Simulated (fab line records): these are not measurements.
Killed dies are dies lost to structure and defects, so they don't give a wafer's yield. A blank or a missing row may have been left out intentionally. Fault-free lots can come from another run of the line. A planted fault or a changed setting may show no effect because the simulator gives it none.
Comparing a struck lot with a sound one + flow nand harc + 13 steps out of a route of 1159
Sound: the wafers L139.1, L139.2, L139.6. Struck: wafers L143.1, L143.2, L143.5. The cause is named last.
Each step with rows lists, per side, the tool, then ch with its chambers, then its first start. Under that, the readings that differ: sound wafers + struck wafers + difference of the means + sigmas: that difference in standard deviations of wafers without a fault.
alike: same words and numbers on both sides, and readings whose means sit less than 2 such deviations apart. not compared: any withheld reading, any reading some wafer has no value for, any bound like >300 that may hide the same value, and any number with overlapping values for which the record gives no deviation.
A row with sigmas, a row that says differs or no value, or rows on one side alone: a step with any of these is where the two part. Numbers that don't overlap but have no deviation are shown without sigmas and don't part them. Lack of a reading on every wafer of one side parts them only where that side has two or more wafers.

NHARC_A_STAIRCASE_STRIP_295: strips in O2.
  sound on rie diel-02 ch 0,2,3; struck on rie diel-02 ch 0,2,3
  alike: drypump motor current A, o2 flow sccm, oes product au, rf vpp V, showerhead plenum p Torr, throttle valve pct
  not compared: rf hours counter h
then, 3 steps without rows for these wafers: NHARC_A_STAIRCASE_STRIP_296 (strips in SPM, time 900 s); NHARC_A_STAIRCASE_PRECLEAN_297 (cleans in SC1); NHARC_A_STAIRCASE_SRD_298.
NHARC_A_STAIRCASE_HM_DEP_462: deposits aC, target thk 800 nm.
  sound on acl dep-02 ch 0, day 15 11:23; struck on acl dep-03 ch 0, day 16 10:34
  alike: throttle valve pct
NHARC_A_STAIRCASE_DEP_301: deposits SiON, target thk 30 nm.
  sound on pecvd-04 ch 1,2, day 15 13:14; struck on pecvd-03 ch 0,1,2, day 16 12:25
  alike: heater power w
then, 5 steps without rows for these wafers: NHARC_A_STAIRCASE_DEHYDRATE_302 (time 120 s); NHARC_A_STAIRCASE_HMDS_303 (time 30 s); NHARC_A_STAIRCASE_COAT_304; NHARC_A_STAIRCASE_SOFTBAKE_305 (time 170 s); NHARC_A_STAIRCASE_EBR_306.
NHARC_A_STAIRCASE_EXPOSE_307: exposes mask CHOP 50.
  struck on krf scanner-04, day 16 13:01; sound on krf scanner-03 ch 0, day 15 13:52
  no value came back on the struck wafers for exposure dose mJ cm2, focus offset nm (nm); on the sound wafers exposure dose mJ cm2 reads 45.69 45.75 45.68
  alike: mask
then, 1 step without rows for these wafers: NHARC_A_STAIRCASE_PEB_308 (peb time 130 s).

## WHERE THEY PART
Within this record, at NHARC_A_STAIRCASE_EXPOSE_307 only.

WHY: what had been put in by the simulator
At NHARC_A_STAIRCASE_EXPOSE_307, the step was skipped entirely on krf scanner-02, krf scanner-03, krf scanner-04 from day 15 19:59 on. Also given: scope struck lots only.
